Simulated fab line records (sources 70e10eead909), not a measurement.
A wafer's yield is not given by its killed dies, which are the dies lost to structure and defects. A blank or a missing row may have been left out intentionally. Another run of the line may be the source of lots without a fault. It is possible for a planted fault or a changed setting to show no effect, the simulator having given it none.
Matching of chambers | flow nand-harc | NHARC_A_WL_FILL_ALD_02 on ald-metal-01: 3 sister chambers
The step deposits TiN, target thk 2 nm, pulse time 3 s, ald cycles 100. 14 wafers are shown with their chamber, then 7 later ones without.

== WAFERS, EACH WITH ITS CHAMBER ==
wafer  | chamber | heater-power-w (W) | precursor-pulse-height-rel
L075.2 | 2       | 1136               | 1.004
L075.3 | 3       | 951                | 1.005
L075.4 | 2       | 1140               | 0.996
L078.1 | 0       | 1067               | 0.987
L078.3 | 2       | 1140               | 0.952
L078.5 | 2       | 1144               | 1.022
L083.1 | 2       | 1131               | 1.011
L083.2 | 0       | 1081               | 1.009
L083.6 | 3       | 946                | 0.956
L085.2 | 0       | 1092               | 1.031
L085.3 | 3       | 955                | 1.052
L085.6 | 3       | 944                | 0.997
L089.1 | 3       | 941                | 0.975
L089.3 | 2       | 1149               | 1.026

SIGNATURES, as means of the wafers listed above
reading                    | chamber 0 | chamber 2 | chamber 3 | scatter within a chamber
heater-power-w             | 1080.00   | 1140.00   | 947.40    | 7.59
precursor-pulse-height-rel | 1.00900   | 1.00183   | 0.99700   | 0.0299
Rule: a wafer's distance from a chamber is the root of the sum, over the readings, of the square of ((its reading less the chamber's mean) divided by the reading's scatter). If the next closest chamber is less than 2 further off than the closest, the wafer can't be placed; otherwise it belongs to the closest. The scatter: take each reading less its chamber's mean, square it, sum over the shown wafers, divide by the number of wafers less the number of chambers, and take the root.

== WAFERS MISSING THEIR CHAMBER ==
wafer  | heater-power-w (W) | precursor-pulse-height-rel
L089.4 | 962                | 1.013
L090.3 | 921                | 1.023
L090.5 | 1113               | 0.998
L090.6 | 951                | 0.991
L096.1 | 963                | 0.985
L096.2 | 1214               | 0.988
L096.4 | 1008               | 1.012

== THE CHAMBER EACH PASSED THROUGH ==
wafer  | from the rows above     | in truth
L089.4 | 3                       | 3
L090.3 | 3                       | 3
L090.5 | can't be placed: 2 or 0 | 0
L090.6 | 3                       | 3
L096.1 | 3                       | 3
L096.2 | 2                       | 2
L096.4 | can't be placed: 3 or 0 | 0
Placed correctly: 5 of 7. These rows do not allow placing 2 (true chamber among the candidates in 2). Placed wrongly: 0.
